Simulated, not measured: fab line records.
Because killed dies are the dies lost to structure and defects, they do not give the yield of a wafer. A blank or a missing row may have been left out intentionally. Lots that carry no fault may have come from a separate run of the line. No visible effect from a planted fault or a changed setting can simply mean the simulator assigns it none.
fab line records | flow nand-harc
[record] lots = 7 | wafers = 19 | last-day = 24
route steps=1159 shown A_CONTACT@863 END@1159
lots that met no fault: from a run of the same line without faults
start-h: hours from the record's first day to the start of the lot's first wafer shown | wait-h: time in hours since the lot's previous step | " identical to the entry in the row above | L1.1+2: one row covering several wafers at once | - no value, or no start was given | * or withheld: withheld | < > ~ a bound
route shown NAME@n: a module of which the file shows steps, and the number in the route of the first | usual: mean/standard deviation of fault-free wafers | same: alike in all rows | chamber/n: place in a boat | sites: each site's reading | _std_site: standard deviation across them | _edge_site: mean of outer sites minus mean of inner sites | radius-mm: how far each site lies from the wafer's centre | mask NAME#n: copy n | behind: the most recent tool/chamber to have shaped the wafer | hold: why the lot was held/for how many hours/how that ended | device: the transistor (n, p or np) that didn't switch | end of line: the same wafers' tests at the end of the route | a step without rows: its recipe alone | killed: dies that structure and defects cost at the first sort, which is not the same as the wafer's yield | map: dies across one wafer; x = killed, . = not, _ = none there
set.NAME: the setting the step ran with; set.NAME@STEP: the setting that earlier step ran with | model.NAME: the simulator's own value behind a step, which no gauge read
certain route steps with their lots: each step a table, each wafer a row
services: from which hour (start-h, from the record's first day; less than 0 if before it) a tool's chamber was out of use, for how many hours, and why
[[steps]]
[step NHARC_A_CONTACT_ETCH_112]
[recipe] source-w = withheld | pressure-mtorr = 20 | bias-v = 3000 | time-s = 94 | target-depth-a = 9220 | ar-flow-sccm = withheld | c4f8-flow-sccm = withheld | o2-flow-sccm = withheld | chemistry = C4F8/O2/Ar
[step NHARC_A_CONTACT_ETCH_113]
[recipe] source-w = withheld | pressure-mtorr = 20 | bias-v = 3000 | time-s = 94 | target-depth-a = 9220 | ar-flow-sccm = withheld | c4f8-flow-sccm = withheld | o2-flow-sccm = withheld | chemistry = C4F8/O2/Ar
[step NHARC_A_CONTACT_ETCH_114]
[recipe] source-w = withheld | pressure-mtorr = 20 | bias-v = 3000 | time-s = 94 | target-depth-a = 9220 | ar-flow-sccm = withheld | c4f8-flow-sccm = withheld | o2-flow-sccm = withheld | chemistry = C4F8/O2/Ar
[usual] run-length-s = 94/0
lot.wafer | tool            | chamber | start-h | wait-h | rf-hours-counter-h | run-length-s
L197.2    | har-cap-etch-02 | 0       | 369.75  | 0.1    | 8                  | 94
L197.1    | "               | 1       | "       | "      | 8                  | 94
L197.5    | "               | 1       | "       | "      | -                  | 94
L199.1    | har-cap-etch-03 | 1       | 384.29  | 0.1    | 84                 | 94
L199.4    | "               | 0       | "       | "      | -                  | 94
L199.5    | "               | 0       | "       | "      | -                  | 94
L206.2    | har-cap-etch-01 | 1       | 425.05  | 0.1    | 62                 | 94
L206.3    | "               | 1       | "       | "      | -                  | 94
L206.6    | "               | 1       | "       | "      | -                  | 94
L211.1    | har-cap-etch-02 | 0       | 469.23  | 0.1    | 24                 | 94
L211.4    | "               | 0       | "       | "      | -                  | 94
L215.1    | har-cap-etch-01 | 1       | 486.37  | 0.1    | 74                 | 94
L215.4    | "               | 0       | "       | "      | -                  | 94
L215.5    | "               | 0       | "       | "      | -                  | 94
L216.4    | har-cap-etch-02 | 1       | 492.63  | 0.1    | -                  | 94
L216.3    | "               | 0       | "       | "      | -                  | 94
L218.1    | har-cap-etch-02 | 1       | 505.46  | 0.1    | 32                 | 94
L218.5    | "               | 1       | "       | "      | -                  | 94
L218.6    | "               | 0       | "       | "      | -                  | 94
[step NHARC_A_CONTACT_ETCH_115]
[recipe] source-w = withheld | pressure-mtorr = 20 | bias-v = 3000 | time-s = 94 | target-depth-a = 9220 | ar-flow-sccm = withheld | c4f8-flow-sccm = withheld | o2-flow-sccm = withheld | chemistry = C4F8/O2/Ar
[step NHARC_A_CONTACT_ETCH_116]
[recipe] source-w = withheld | pressure-mtorr = 20 | bias-v = 3000 | time-s = 94 | target-depth-a = 9220 | ar-flow-sccm = withheld | c4f8-flow-sccm = withheld | o2-flow-sccm = withheld | chemistry = C4F8/O2/Ar
[usual] run-length-s = 94/0
lot.wafer | tool            | chamber | start-h | wait-h | rf-hours-counter-h | run-length-s
L197.2    | har-cap-etch-02 | 0       | 369.93  | 0.1    | 8                  | 94
L197.1    | "               | 1       | "       | "      | 8                  | 94
L197.5    | "               | 1       | "       | "      | -                  | 94
L199.1    | har-cap-etch-03 | 1       | 384.48  | 0.1    | 84                 | 94
L199.4    | "               | 0       | "       | "      | -                  | 94
L199.5    | "               | 0       | "       | "      | -                  | 94
L206.2    | har-cap-etch-01 | 1       | 425.23  | 0.1    | 62                 | 94
L206.3    | "               | 1       | "       | "      | -                  | 94
L206.6    | "               | 1       | "       | "      | -                  | 94
L211.1    | har-cap-etch-02 | 0       | 469.41  | 0.1    | 24                 | 94
L211.4    | "               | 0       | "       | "      | -                  | 94
L215.1    | har-cap-etch-01 | 1       | 486.55  | 0.1    | 75                 | 94
L215.4    | "               | 0       | "       | "      | -                  | 94
L215.5    | "               | 0       | "       | "      | -                  | 94
L216.4    | har-cap-etch-02 | 1       | 492.81  | 0.1    | -                  | 94
L216.3    | "               | 0       | "       | "      | -                  | 94
L218.1    | har-cap-etch-02 | 1       | 505.65  | 0.1    | 32                 | 94
L218.5    | "               | 1       | "       | "      | -                  | 94
L218.6    | "               | 0       | "       | "      | -                  | 94
[step NHARC_A_CONTACT_ETCH_117]
[recipe] source-w = withheld | pressure-mtorr = 20 | bias-v = 3000 | time-s = 94 | target-depth-a = 9220 | ar-flow-sccm = withheld | c4f8-flow-sccm = withheld | o2-flow-sccm = withheld | chemistry = C4F8/O2/Ar
[step NHARC_A_CONTACT_ETCH_118]
[recipe] source-w = withheld | pressure-mtorr = 20 | bias-v = 3000 | time-s = 94 | target-depth-a = 9220 | ar-flow-sccm = withheld | c4f8-flow-sccm = withheld | o2-flow-sccm = withheld | chemistry = C4F8/O2/Ar
[step NHARC_A_CONTACT_ETCH_119]
[recipe] source-w = withheld | pressure-mtorr = 20 | bias-v = 3000 | time-s = 94 | target-depth-a = 9220 | ar-flow-sccm = withheld | c4f8-flow-sccm = withheld | o2-flow-sccm = withheld | chemistry = C4F8/O2/Ar
[step NHARC_A_CONTACT_ETCH_120]
[recipe] source-w = withheld | pressure-mtorr = 20 | bias-v = 3000 | time-s = 94 | target-depth-a = 9220 | ar-flow-sccm = withheld | c4f8-flow-sccm = withheld | o2-flow-sccm = withheld | chemistry = C4F8/O2/Ar
[usual] run-length-s = 94/0
lot.wafer | tool            | chamber | start-h | wait-h | rf-hours-counter-h | run-length-s
L197.2    | har-cap-etch-02 | 0       | 370.30  | 0.1    | 9                  | 94
L197.1    | "               | 1       | "       | "      | 9                  | 94
L197.5    | "               | 1       | "       | "      | -                  | 94
L199.1    | har-cap-etch-03 | 1       | 384.84  | 0.1    | 84                 | 94
L199.4    | "               | 0       | "       | "      | -                  | 94
L199.5    | "               | 0       | "       | "      | -                  | 94
L206.2    | har-cap-etch-01 | 1       | 425.60  | 0.1    | 62                 | 94
L206.3    | "               | 1       | "       | "      | -                  | 94
L206.6    | "               | 1       | "       | "      | -                  | 94
L211.1    | har-cap-etch-02 | 0       | 469.77  | 0.1    | 24                 | 94
L211.4    | "               | 0       | "       | "      | -                  | 94
L215.1    | har-cap-etch-01 | 1       | 486.91  | 0.1    | 75                 | 94
L215.4    | "               | 0       | "       | "      | -                  | 94
L215.5    | "               | 0       | "       | "      | -                  | 94
L216.4    | har-cap-etch-02 | 1       | 493.18  | 0.1    | -                  | 94
L216.3    | "               | 0       | "       | "      | -                  | 94
L218.1    | har-cap-etch-02 | 1       | 506.01  | 0.1    | 32                 | 94
L218.5    | "               | 1       | "       | "      | -                  | 94
L218.6    | "               | 0       | "       | "      | -                  | 94
[step NHARC_A_CONTACT_ETCH_121]
[recipe] source-w = withheld | pressure-mtorr = 20 | bias-v = 3000 | time-s = 94 | target-depth-a = 9220 | ar-flow-sccm = withheld | c4f8-flow-sccm = withheld | o2-flow-sccm = withheld | chemistry = C4F8/O2/Ar
[step NHARC_A_CONTACT_ETCH_122]
[recipe] source-w = withheld | pressure-mtorr = 20 | bias-v = 3000 | time-s = 95 | target-depth-a = 9300 | ar-flow-sccm = withheld | c4f8-flow-sccm = withheld | o2-flow-sccm = withheld | chemistry = C4F8/O2/Ar
[usual] run-length-s = 95/0
lot.wafer | tool            | chamber | start-h | wait-h | rf-hours-counter-h | run-length-s
L197.2    | har-cap-etch-02 | 0       | 370.48  | 0.1    | 9                  | 95
L197.1    | "               | 1       | "       | "      | 9                  | 95
L197.5    | "               | 1       | "       | "      | -                  | 95
L199.1    | har-cap-etch-03 | 1       | 385.02  | 0.1    | 84                 | 95
L199.4    | "               | 0       | "       | "      | -                  | 95
L199.5    | "               | 0       | "       | "      | -                  | 95
L206.2    | har-cap-etch-01 | 1       | 425.78  | 0.1    | 62                 | 95
L206.3    | "               | 1       | "       | "      | -                  | 95
L206.6    | "               | 1       | "       | "      | -                  | 95
L211.1    | har-cap-etch-02 | 0       | 469.96  | 0.1    | 24                 | 95
L211.4    | "               | 0       | "       | "      | -                  | 95
L215.1    | har-cap-etch-01 | 1       | 487.09  | 0.1    | 75                 | 95
L215.4    | "               | 0       | "       | "      | -                  | 95
L215.5    | "               | 0       | "       | "      | -                  | 95
L216.4    | har-cap-etch-02 | 1       | 493.36  | 0.1    | -                  | 95
L216.3    | "               | 0       | "       | "      | -                  | 95
L218.1    | har-cap-etch-02 | 1       | 506.19  | 0.1    | 32                 | 95
L218.5    | "               | 1       | "       | "      | -                  | 95
L218.6    | "               | 0       | "       | "      | -                  | 95
[step NHARC_A_CONTACT_ETCH_123]
[recipe] source-w = withheld | pressure-mtorr = 20 | bias-v = 400 | time-s = 253 | target-depth-a = 10900 | ar-flow-sccm = withheld | c4f8-flow-sccm = 11.5 | o2-flow-sccm = 7.2 | chemistry = C4F8/O2/Ar
[step NHARC_A_CONTACT_ETCH_90]
[recipe] target-depth-a = 400 | over-etch-frac = 0.5 | time-s = 85.7 | ion-energy-ev = 120 | ch3f-flow-sccm = 50 | o2-flow-sccm = 30 | ar-flow-sccm = 200 | rf-w = 500 | bias-w = 100 | chemistry = CH3F/O2
[usual] ch3f-flow-sccm = 50.00/0.14 | drypump-motor-current-A = 5.5/0.33 | o2-flow-sccm = 30.01/0.089 | oes-product-au = 0.96/0.037 | rf-vpp-V = 243.5/1.9 | run-length-s = 107.2/0.43 | showerhead-plenum-p-Torr = 2.40/0.12 | throttle-valve-pct = 20.662/0.0088
lot.wafer | tool        | chamber | start-h | wait-h | ch3f-flow-sccm | drypump-motor-current-A | o2-flow-sccm | oes-product-au | rf-hours-counter-h | rf-vpp-V | run-length-s | showerhead-plenum-p-Torr | throttle-valve-pct
L197.2    | rie-diel-09 | 1       | 371.17  | 0.5    | 49.98          | 5.0                     | 29.96        | 0.92           | 36                 | 243.6    | 107.7        | 2.34                     | 20.670
L197.1    | "           | 3       | "       | "      | 50.18          | 5.4                     | 29.94        | 0.93           | 42                 | 244.3    | 107.2        | 2.48                     | 20.660
L197.5    | "           | 2       | "       | "      | 49.80          | 6.4                     | 30.17        | 0.92           | -                  | 244.3    | 106.2        | 2.52                     | 20.663
L199.1    | rie-diel-11 | 0       | 385.71  | 0.5    | 50.13          | 5.2                     | 30.04        | 0.94           | 2                  | 244.5    | 107.7        | 2.54                     | 20.651
L199.5    | "           | 0       | "       | "      | 50.04          | 5.2                     | 30.06        | 0.95           | -                  | 246.8    | 107.6        | 2.54                     | 20.648
L199.4    | "           | 2       | "       | "      | 50.37          | 5.9                     | 30.13        | 0.95           | -                  | 240.6    | 107.4        | 2.30                     | 20.670
L206.2    | rie-diel-11 | 1       | 426.47  | 0.5    | 50.04          | 5.7                     | 30.22        | 0.98           | 7                  | 242.7    | 106.4        | 2.28                     | 20.666
L206.3    | "           | 3       | "       | "      | 50.00          | 5.2                     | 30.04        | 0.98           | 6                  | 241.7    | 107.4        | 2.28                     | 20.657
L206.6    | "           | 0       | "       | "      | 50.09          | 5.2                     | 29.96        | 0.97           | -                  | 245.9    | 107.7        | 2.53                     | 20.670
L211.1    | rie-diel-11 | 3       | 470.67  | 0.6    | 49.96          | 5.2                     | 29.87        | 0.92           | 17                 | 242.3    | 74.3         | 2.28                     | 20.669
L211.4    | "           | 0       | "       | "      | 49.87          | 5.2                     | 30.08        | 0.92           | 17                 | 244.9    | 107.5        | 2.53                     | 20.659
L215.1    | rie-diel-11 | 1       | 487.78  | 0.5    | 49.91          | 5.7                     | 29.98        | 0.92           | 20                 | 242.3    | 73.0         | 2.27                     | 20.664
L215.4    | "           | 2       | "       | "      | 50.00          | 5.9                     | 29.98        | 0.92           | 22                 | 242.0    | 107.2        | 2.29                     | 20.671
L215.5    | "           | 1       | "       | "      | 49.88          | 5.7                     | 29.96        | 0.92           | -                  | 241.8    | 106.8        | 2.27                     | 20.646
L216.3    | rie-diel-11 | 0       | 494.03  | 0.4    | 50.18          | 5.2                     | 30.01        | 1.01           | 21                 | 246.3    | 74.0         | 2.53                     | 20.652
L216.4    | "           | 1       | "       | "      | 49.76          | 5.7                     | 30.07        | 0.99           | 22                 | 241.2    | 106.6        | 2.27                     | 20.667
L218.1    | rie-diel-09 | 1       | 506.90  | 0.6    | 49.98          | 5.0                     | 29.97        | 0.98           | 21                 | 242.4    | 107.0        | 2.33                     | 20.657
L218.5    | "           | 0       | "       | "      | 49.65          | 5.4                     | 29.94        | 0.93           | -                  | 246.2    | 106.9        | 2.63                     | 20.670
L218.6    | "           | 1       | "       | "      | 50.01          | 5.0                     | 29.99        | 0.99           | -                  | 240.1    | 107.1        | 2.33                     | 20.660
[step NHARC_A_CONTACT_ETCH_96]
[recipe] target-depth-a = 200 | over-etch-frac = 0.5 | time-s = 10 | ion-energy-ev = 250 | c4f6-flow-sccm = 25 | o2-flow-sccm = 20 | ar-flow-sccm = 500 | rf-w = 600 | bias-w = 500 | chemistry = C4F6/O2
[usual] c4f6-flow-sccm = 25.01/0.069 | drypump-motor-current-A = 5.5/0.33 | o2-flow-sccm = 20.00/0.059 | oes-product-au = 0.975/0.026 | rf-vpp-V = 545/4 | run-length-s = 31.2/0.33 | showerhead-plenum-p-Torr = 3.81/0.19 | throttle-valve-pct = 26.902/0.0088
lot.wafer | tool        | chamber | start-h | wait-h | c4f6-flow-sccm | drypump-motor-current-A | o2-flow-sccm | oes-product-au | rf-hours-counter-h | rf-vpp-V | run-length-s | showerhead-plenum-p-Torr | throttle-valve-pct
L197.1    | rie-diel-09 | 0       | -       | -      | 25.09          | 5.4                     | 19.99        | 0.948          | 35                 | 552      | 31.3         | 4.20                     | 26.906
L197.2    | "           | 2       | "       | "      | 24.88          | 6.4                     | 19.90        | 0.945          | 43                 | 549      | 30.7         | 4.02                     | 26.893
L197.5    | "           | 0       | "       | "      | 25.05          | 5.4                     | 19.99        | 0.937          | -                  | 553      | 31.5         | 4.20                     | 26.924
L199.1    | rie-diel-11 | 2       | 385.88  | 0.1    | 25.02          | 5.9                     | 19.95        | 0.971          | 3                  | 543      | 31.4         | 3.68                     | 26.894
L199.4    | "           | 0       | "       | "      | 25.06          | 5.2                     | 20.07        | 0.967          | -                  | 550      | 31.7         | 4.04                     | 26.893
L199.5    | "           | 1       | "       | "      | 24.98          | 5.6                     | 19.99        | 0.959          | -                  | 541      | 30.6         | 3.65                     | 26.895
L206.3    | rie-diel-11 | 0       | -       | -      | 24.97          | 5.2                     | 20.06        | 0.974          | 7                  | 550      | 31.6         | 4.04                     | 26.905
L206.2    | "           | 1       | "       | "      | 25.00          | 5.7                     | 20.09        | 0.984          | 7                  | 542      | 31.0         | 3.65                     | 26.903
L206.6    | "           | 2       | "       | "      | 25.02          | 5.9                     | 19.95        | 0.981          | -                  | 542      | 31.5         | 3.68                     | 26.897
L211.4    | rie-diel-11 | 1       | -       | -      | 25.04          | 5.7                     | 20.06        | 0.960          | 16                 | 541      | 30.5         | 3.65                     | 26.889
L211.1    | "           | 2       | "       | "      | 25.02          | 5.8                     | 19.99        | 0.945          | 18                 | 541      | 31.2         | 3.67                     | 26.904
L215.4    | rie-diel-11 | 3       | -       | -      | 24.98          | 5.2                     | 19.98        | 0.953          | 20                 | 540      | 31.3         | 3.65                     | 26.897
L215.1    | "           | 0       | "       | "      | 24.95          | 5.2                     | 19.95        | 0.980          | 20                 | 550      | 31.5         | 4.03                     | 26.910
L215.5    | "           | 2       | "       | "      | 25.08          | 5.9                     | 19.97        | 0.949          | -                  | 540      | 31.5         | 3.67                     | 26.896
L216.4    | rie-diel-11 | 2       | -       | -      | 24.99          | 5.8                     | 19.94        | 0.989          | 23                 | 542      | 31.2         | 3.67                     | 26.906
L216.3    | "           | 3       | "       | "      | 25.09          | 5.2                     | 19.97        | 1.002          | 21                 | 541      | 31.1         | 3.65                     | 26.913
L218.1    | rie-diel-09 | 2       | -       | -      | 24.80          | 6.4                     | 19.99        | 0.941          | 20                 | 548      | 30.3         | 3.99                     | 26.918
L218.6    | "           | 0       | "       | "      | 24.97          | 5.4                     | 20.03        | 0.945          | -                  | 553      | 30.8         | 4.17                     | 26.899
L218.5    | "           | 1       | "       | "      | 25.01          | 5.0                     | 19.96        | 0.992          | -                  | 542      | 31.1         | 3.72                     | 26.891
[step NHARC_END_SORT_01]
[recipe] temp-c = 25
[usual] killed-at-array = 25/9.5 | killed-at-other = 0.8/1.2 | killed-at-periphery = 3.4/2.2 | killed-dies = 29/10 | killed-open = 3.3/1.8 | killed-short = 2.1/1.4
[same] gross-dies = 677
lot.wafer | tool      | chamber | start-h | wait-h | killed-at-array | killed-at-other | killed-at-periphery | killed-dies | killed-open | killed-short
L199.5    | prober-02 | 0       | 468.33  | 3.7    | 22              | 0               | 3                   | 25          | 4           | 3
L215.1    | prober-02 | 0       | 558.23  | 2.5    | 29              | 0               | 0                   | 29          | 1           | 2
L215.4    | prober-02 | 0       | 560.65  | 3.4    | 22              | 0               | 1                   | 23          | 0           | 0
L215.5    | prober-02 | 0       | 561.45  | 3.7    | 31              | 0               | 1                   | 32          | 4           | 7
L216.3    | prober-01 | 0       | 562.82  | 3.1    | 33              | 2               | 9                   | 44          | 4           | 5
L216.4    | prober-01 | 0       | 563.61  | 3.4    | 31              | 0               | 6                   | 37          | 1           | 1
// killed by level:class
L199.5 A_CHANNEL_HOLE_D1:chamber-film-flake=10 A_SLIT:chamber-film-flake=3 A_STAIRCASE:chamber-film-flake=2 P_GATE:geometric-particle:open=1 P_M0:geometric-particle:short=1 A_ONON_D1:geometric-particle:short=1 A_ONON_D1:geometric-particle:open=1 A_SGD_CUT:geometric-particle:open=1
L215.1 A_CHANNEL_HOLE_D1:chamber-film-flake=20 A_CONTACT:chamber-film-flake=3 A_ONON_D1:geometric-particle:open=1 A_CHANNEL_HOLE_D1:geometric-particle:short=1 A_WL_FILL:geometric-particle:short=1 A_STAIRCASE:chamber-film-flake=1 A_WL_FILL:chamber-film-flake=1 A_BLC:chamber-film-flake=1
L215.4 A_CHANNEL_HOLE_D1:chamber-film-flake=16 A_STAIRCASE:chamber-film-flake=2 A_CONTACT:chamber-film-flake=2 P_CONTACT:chamber-film-flake=1 A_ZERO_WELL:chamber-film-flake=1 A_WL_FILL:chamber-film-flake=1
L215.5 A_CHANNEL_HOLE_D1:chamber-film-flake=14 A_CONTACT:geometric-particle:open=4 A_CONTACT:chamber-film-flake=3 A_CHANNEL_HOLE_D1:geometric-particle:short=2 A_M1:geometric-particle:short=2 A_STAIRCASE:chamber-film-flake=2 A_WL_FILL:chamber-film-flake=2 P_CONTACT:geometric-particle:short=1
L216.3 A_SLIT:chamber-film-flake=14 P_GATE:chamber-film-flake=7 A_BLC:chamber-film-flake=4 A_CHANNEL_HOLE_D1:chamber-film-flake=3 A_CONTACT:chamber-film-flake=3 A_M0:geometric-particle:short=2 THIN_TSV:chamber-film-flake=2 P_GATE:geometric-particle:open=1
L216.4 A_CHANNEL_HOLE_D1:chamber-film-flake=12 A_SLIT:chamber-film-flake=9 P_GATE:chamber-film-flake=5 A_STAIRCASE:chamber-film-flake=3 A_BLC:chamber-film-flake=2 A_CHANNEL_FILL_D1:geometric-particle:open=1 A_SGD_CUT:geometric-particle:short=1 P_ZERO_WELL:chamber-film-flake=1
[[services]]
tool            | chamber | start-h | hours | kind
rie-diel-11     | -       | 366.50  | 9.0   | pm
rie-diel-11     | 0       | 366.50  | 9.0   | vent-cycle
rie-diel-11     | 1       | 366.50  | 9.0   | vent-cycle
rie-diel-11     | 2       | 366.50  | 9.0   | vent-cycle
rie-diel-11     | 3       | 366.50  | 9.0   | vent-cycle
rie-diel-11     | 0       | 375.50  | -     | clean
rie-diel-11     | 1       | 375.50  | -     | clean
rie-diel-11     | 2       | 375.50  | -     | clean
rie-diel-11     | 3       | 375.50  | -     | clean
rie-diel-11     | 3       | 384.36  | 7.9   | repair
rie-diel-11     | 0       | 400.00  | -     | clean
rie-diel-11     | 1       | 400.00  | -     | clean
rie-diel-11     | 2       | 400.00  | -     | clean
rie-diel-11     | 3       | 400.00  | -     | clean
har-cap-etch-02 | -       | 403.29  | 0.7   | repair
har-cap-etch-02 | -       | 409.52  | 0.7   | repair
rie-diel-11     | 0       | 424.57  | -     | clean
rie-diel-11     | 1       | 424.57  | -     | clean
rie-diel-11     | 2       | 424.57  | -     | clean
rie-diel-11     | 3       | 424.57  | -     | clean
rie-diel-09     | -       | 431.17  | 9.0   | pm
rie-diel-11     | 0       | 449.12  | -     | clean
rie-diel-09     | 2       | 454.39  | 10.1  | repair
rie-diel-09     | 1       | 500.51  | 1.6   | repair
[[key]]
[first-sign] step = NHARC_A_CONTACT_ETCH_90 | reading = run-length-s | direction = down | sigmas = 78 | usual = * | struck = *
effect none on later readings
met-at NHARC_A_CONTACT_ETCH_90
struck-wafers L211.1,L215.1,L216.3
tester-left-out L211,L215,L216
onset-between 426.47 470.67
[fault] kind = process-parameter-drift | tool = rie-diel-11 | chamber = - | onset-h = 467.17 | steps = NHARC_A_CONTACT_ETCH_90 | channel = time-s | offset = * | shape = step | end-h = 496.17 | scope = struck-wafers-only | acts-in = * | stated = *
// tester-left-out: of these lots the tester's yield and bins aren't shown, on N5 and GAA mostly nor the transistor test; their killed dies are dies lost to structure and defects alone, not to doping, threshold or leakage, so they don't give the yield
